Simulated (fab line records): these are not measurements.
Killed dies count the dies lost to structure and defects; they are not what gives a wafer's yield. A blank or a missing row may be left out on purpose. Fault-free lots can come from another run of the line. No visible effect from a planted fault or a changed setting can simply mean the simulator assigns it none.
Chamber matching + flow n5Finfet + N5_BEOL_M0_TRENCH_ETCH_107 on rieDiel-02 has 4 sister chambers
The step etches SiOC in C4F6/O2, target depth 32.8 nm, time 16.4 s. 16 wafers are shown with their chamber, then 8 later ones without.

EACH WAFER AND ITS CHAMBER
| wafer  | chamber | showerheadPlenumPTorr (Torr) | throttleValvePct (%) | drypumpMotorCurrentA (A) |
|--------|---------|------------------------------|----------------------|--------------------------|
| L074.2 | 1       | 3.02                         | 20.41                | 6.5                      |
| L074.5 | 2       | 2.86                         | 20.71                | 5.7                      |
| L074.6 | 1       | 3.02                         | 20.41                | 6.5                      |
| L075.2 | 1       | 3.02                         | 20.42                | 6.6                      |
| L075.3 | 3       | 3.04                         | 20.96                | 6.0                      |
| L075.5 | 3       | 3.04                         | 20.95                | 6.0                      |
| L077.1 | 3       | 3.04                         | 20.95                | 6.0                      |
| L077.2 | 0       | 2.94                         | 20.50                | 6.2                      |
| L077.5 | 1       | 3.02                         | 20.41                | 6.5                      |
| L080.1 | 2       | 2.86                         | 20.73                | 5.6                      |
| L080.3 | 1       | 3.02                         | 20.42                | 6.5                      |
| L080.4 | 3       | 3.04                         | 20.99                | 6.0                      |
| L082.1 | 3       | 3.04                         | 20.98                | 6.0                      |
| L082.5 | 1       | 3.02                         | 20.45                | 6.5                      |
| L082.6 | 0       | 2.93                         | 20.52                | 6.2                      |
| L091.1 | 3       | 3.03                         | 20.99                | 6.0                      |

SIGNATURES, as means of the wafers listed above
| reading               | chamber 0 | chamber 1 | chamber 2 | chamber 3 | scatter within a chamber |
|-----------------------|-----------|-----------|-----------|-----------|--------------------------|
| showerheadPlenumPTorr | 2.9350    | 3.0200    | 2.8600    | 3.0383    | 0.00333                  |
| throttleValvePct      | 20.5100   | 20.4200   | 20.7200   | 20.9700   | 0.0168                   |
| drypumpMotorCurrentA  | 6.200     | 6.517     | 5.650     | 6.000     | 0.0333                   |
Rule: for a wafer and a chamber, the distance is found by dividing, reading by reading, the gap between the wafer's reading and the chamber's mean by the reading's scatter, squaring, summing and taking the root. The wafer belongs to the nearest chamber; if the next one is less than 2 further off, it can't be placed. The scatter is the square root of a quotient: the sum, over the shown wafers, of each reading's squared deviation from its chamber's mean, divided by wafers minus chambers.

WAFERS WHOSE CHAMBER IS MISSING
| wafer  | showerheadPlenumPTorr (Torr) | throttleValvePct (%) | drypumpMotorCurrentA (A) |
|--------|------------------------------|----------------------|--------------------------|
| L091.5 | 3.01                         | 20.49                | 6.5                      |
| L091.6 | 2.85                         | 20.77                | 5.7                      |
| L094.2 | 2.85                         | 20.77                | 5.7                      |
| L094.4 | 3.01                         | 20.47                | 6.5                      |
| L094.6 | 3.01                         | 20.48                | 6.5                      |
| L095.1 | 3.00                         | 20.47                | 6.5                      |
| L095.4 | 2.92                         | 20.57                | 6.2                      |
| L095.5 | 3.00                         | 20.49                | 6.5                      |

CHAMBER TAKEN BY EACH
| wafer  | from the rows above | in truth |
|--------|---------------------|----------|
| L091.5 | 1                   | 1        |
| L091.6 | 2                   | 2        |
| L094.2 | 2                   | 2        |
| L094.4 | 1                   | 1        |
| L094.6 | 1                   | 1        |
| L095.1 | 1                   | 1        |
| L095.4 | 0                   | 0        |
| L095.5 | 1                   | 1        |
Correctly placed: 8 of 8. From these rows, 0 cannot be placed. Placed wrongly: 0.
